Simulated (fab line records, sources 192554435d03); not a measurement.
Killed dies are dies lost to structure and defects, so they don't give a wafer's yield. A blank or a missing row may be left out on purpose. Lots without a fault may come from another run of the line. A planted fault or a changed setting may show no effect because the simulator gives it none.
Chamber matching | flow n5_finfet | N5_BEOL_M0_SAQP_HM_OPEN_112 on rie_diel-04: 4 sister chambers
The step chemistry CHF3/O2, target SiO2, stops on a-Si, target depth 12 nm, time 13.5 s. 18 wafers are shown with their chamber, then 9 later ones without.

WAFERS WITH THEIR CHAMBER
wafer  | chamber | showerhead_plenum_p_Torr (Torr) | drypump_motor_current_A (A) | rf_vpp_V (V)
L079.2 | 1       | 2.49                            | 5.9                         | 534
L079.4 | 2       | 2.35                            | 6.6                         | 521
L079.5 | 1       | 2.49                            | 5.9                         | 534
L080.1 | 0       | 2.35                            | 5.6                         | 526
L080.3 | 2       | 2.35                            | 6.5                         | 521
L080.5 | 1       | 2.49                            | 5.9                         | 534
L081.2 | 2       | 2.35                            | 6.5                         | 520
L081.3 | 1       | 2.49                            | 5.9                         | 534
L081.6 | 2       | 2.35                            | 6.5                         | 521
L083.3 | 3       | 2.42                            | 5.1                         | 517
L083.5 | 3       | 2.42                            | 5.1                         | 517
L083.6 | 1       | 2.48                            | 5.9                         | 534
L086.1 | 3       | 2.42                            | 5.1                         | 516
L086.3 | 0       | 2.35                            | 5.6                         | 525
L086.5 | 3       | 2.42                            | 5.1                         | 516
L088.1 | 3       | 2.42                            | 5.1                         | 516
L088.2 | 2       | 2.35                            | 6.6                         | 518
L088.4 | 1       | 2.48                            | 5.9                         | 533

SIGNATURES (means of the wafers above)
reading                  | chamber 0 | chamber 1 | chamber 2 | chamber 3 | scatter within a chamber
showerhead_plenum_p_Torr | 2.3500    | 2.4867    | 2.3500    | 2.4200    | 0.00309
drypump_motor_current_A  | 5.600     | 5.900     | 6.540     | 5.100     | 0.0293
rf_vpp_V                 | 525.50    | 533.83    | 520.20    | 516.40    | 0.816
Rule: a wafer's distance from a chamber is the root of the sum, over the readings, of the square of ((its reading less the chamber's mean) divided by the reading's scatter). The wafer belongs to the nearest chamber; if the next one is less than 2 further off, it can't be placed. The scatter: the root of (the sum of the squares of (reading less its chamber's mean) over the shown wafers, divided by (wafers less chambers)).

WAFERS WITHOUT THEIR CHAMBER
wafer  | showerhead_plenum_p_Torr (Torr) | drypump_motor_current_A (A) | rf_vpp_V (V)
L092.4 | 2.35                            | 6.5                         | 517
L092.5 | 2.35                            | 6.5                         | 516
L092.6 | 2.42                            | 5.1                         | 516
L094.1 | 2.35                            | 6.6                         | 516
L094.4 | 2.34                            | 5.6                         | 526
L094.5 | 2.41                            | 5.1                         | 517
L095.2 | 2.34                            | 5.6                         | 527
L095.4 | 2.34                            | 5.6                         | 524
L095.6 | 2.34                            | 6.5                         | 516

WHICH CHAMBER EACH WENT THROUGH
wafer  | from the rows above | in truth
L092.4 | 2                   | 2
L092.5 | 2                   | 2
L092.6 | 3                   | 3
L094.1 | 2                   | 2
L094.4 | 0                   | 0
L094.5 | 3                   | 3
L095.2 | 0                   | 0
L095.4 | 0                   | 0
L095.6 | 2                   | 2
Placed correctly: 9 of 9. Can't be placed from these rows: 0. Placed wrongly: 0.
